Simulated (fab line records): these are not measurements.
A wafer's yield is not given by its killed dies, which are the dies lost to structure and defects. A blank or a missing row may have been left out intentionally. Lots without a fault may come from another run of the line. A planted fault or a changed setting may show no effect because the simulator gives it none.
Matching of chambers | flow nand_harc | NHARC_A_STAIRCASE_ETCHBACK_422 on rie_diel-13: 4 sister chambers
The step etches the open film in CH3F/O2, target depth 40 nm, time 74.286 s. 4 wafers are shown with their chamber, then 9 later ones without.

## EACH WAFER AND ITS CHAMBER
wafer  | chamber | showerhead_plenum_p_Torr (Torr)
L086.2 | 2       | 2.35
L087.3 | 0       | 2.51
L087.4 | 1       | 2.50
L087.6 | 3       | 2.45

## WAFERS WHOSE CHAMBER IS MISSING
wafer  | showerhead_plenum_p_Torr (Torr)
L092.4 | 2.50
L092.5 | 2.34
L092.6 | 2.50
L096.2 | 2.50
L096.4 | 2.44
L096.5 | 2.51
L097.2 | 2.51
L097.4 | 2.44
L097.5 | 2.34

## THE CHAMBER EACH PASSED THROUGH
wafer  | from the rows above     | in truth
L092.4 | can't be placed: 1 or 0 | 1
L092.5 | 2                       | 2
L092.6 | can't be placed: 1 or 0 | 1
L096.2 | can't be placed: 1 or 0 | 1
L096.4 | 3                       | 3
L096.5 | can't be placed: 0 or 1 | 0
L097.2 | can't be placed: 0 or 1 | 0
L097.4 | 3                       | 3
L097.5 | 2                       | 2
Correctly placed: 4 of 9. Cannot be placed on the basis of these rows: 5; the candidates contain the true chamber in 5. Wrongly placed: 0.
How it was worked out, from the rows above alone: a wafer's distance from a chamber is the root of the sum, over the readings, of the square of ((its reading less the chamber's mean) divided by the reading's scatter). The wafer belongs to the nearest chamber; if the next one is less than 2 further off, it can't be placed. The mean given for a chamber averages the wafers shown for that chamber. The scatter (one wafer shown for each chamber): square how far every hidden wafer sits from the nearest shown wafer, average those squares and take the square root.
